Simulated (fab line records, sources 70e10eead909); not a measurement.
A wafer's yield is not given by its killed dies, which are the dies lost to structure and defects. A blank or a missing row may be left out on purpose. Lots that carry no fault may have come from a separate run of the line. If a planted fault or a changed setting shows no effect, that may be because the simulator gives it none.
A single fault, viewed from 3 desks ; flow nand-harc ; every desk sees just its own numbers, and what lay behind them comes last

THE DEFECT DESK
Inspection counts along the route, by lot: the mean over sampled wafers that carry a number. A lot is out of limits, marked OUT, if its mean lies more than 4 standard deviations from the usual mean; the brackets give that distance.
Columns: A = raw-defect-count at NHARC_P_M1_INSPECT_11, usual 4.2
lot;first seen here;A
L785;day 6 12:11;4.3
L787;day 7 06:40;3.7
L788;day 7 12:03;5.7
L789;day 7 14:55;0.3
L793;day 8 12:36;5.0
L796;day 9 10:03;3.0
This desk's finding: nothing out of limits on any of the 6 lots.

METROLOGY DESK
Lot by lot, what the gauges showed, no matter which tool ran the lot: averages of those sampled wafers that carry a number. A lot is out of limits, marked OUT, if its mean lies more than 4 standard deviations from the usual mean; the brackets give that distance.
Columns: A = overlay-x-nm at NHARC_P_M1_OVL_MEAS_10, usual 0.0 nm; B = overlay-y-nm at NHARC_P_M1_OVL_MEAS_10, usual 0.1 nm; C = cd-nm at NHARC_P_M1_CD_MEAS_16, usual 129.9 nm; D = cd-nm at NHARC_P_M2_CD_MEAS_09, usual 170.2 nm; E = overlay-x-nm at NHARC_P_M2_OVL_MEAS_10, usual -0.2 nm; F = overlay-y-nm at NHARC_P_M2_OVL_MEAS_10, usual -0.1 nm; G = cd-nm at NHARC_P_M2_CD_MEAS_16, usual 170.1 nm
lot;first seen here;A;B;C;D;E;F;G
L785;day 6 12:10;-1.3;0.3;130.2;169.7;-0.3;-1.6;169.4
L787;day 7 06:37;0.6;-0.2;130.6;170.0;-1.1;1.2;169.5
L788;day 7 12:01;0.5;0.2;129.2;170.5;0.5;0.4;170.6
L789;day 7 14:53;-0.0;-0.7;130.2;169.5;-0.7;-0.7;169.3
L793;day 8 12:34;0.4;-0.6;130.1;170.2;0.1;-0.3;170.2
L796;day 9 10:01;-0.3;-0.0;129.8;169.7;0.3;0.6;169.9
This desk's finding: nothing out of limits on any of the 6 lots.

DESK OF THE TOOL OWNER: pvd-sputter-02
The tool's own readings at NHARC_P_M1_PVD_21 (deposits Cu, target thk 30 nm, time 20.49 s): means of the sampled wafers that have a number, for each lot that ran on this tool. A lot is out of limits, marked OUT, if its mean lies more than 4 standard deviations from the usual mean; the brackets give that distance.
Columns: A = throttle-valve-pct at NHARC_P_M1_PVD_21, usual 30.4 %
lot;first seen here;A
L787;day 7 08:00;30.5
L788;day 7 13:22;30.4
L789;day 7 16:15;30.5
This desk's finding: nothing out of limits on any of the 3 lots.

BROUGHT TOGETHER
No out-of-limits result turned up at the defect desk.
Nothing out of limits was seen by the metrology desk.
The desk of the tool owner found nothing out of limits.

WHAT THE SIMULATOR HAD PUT IN
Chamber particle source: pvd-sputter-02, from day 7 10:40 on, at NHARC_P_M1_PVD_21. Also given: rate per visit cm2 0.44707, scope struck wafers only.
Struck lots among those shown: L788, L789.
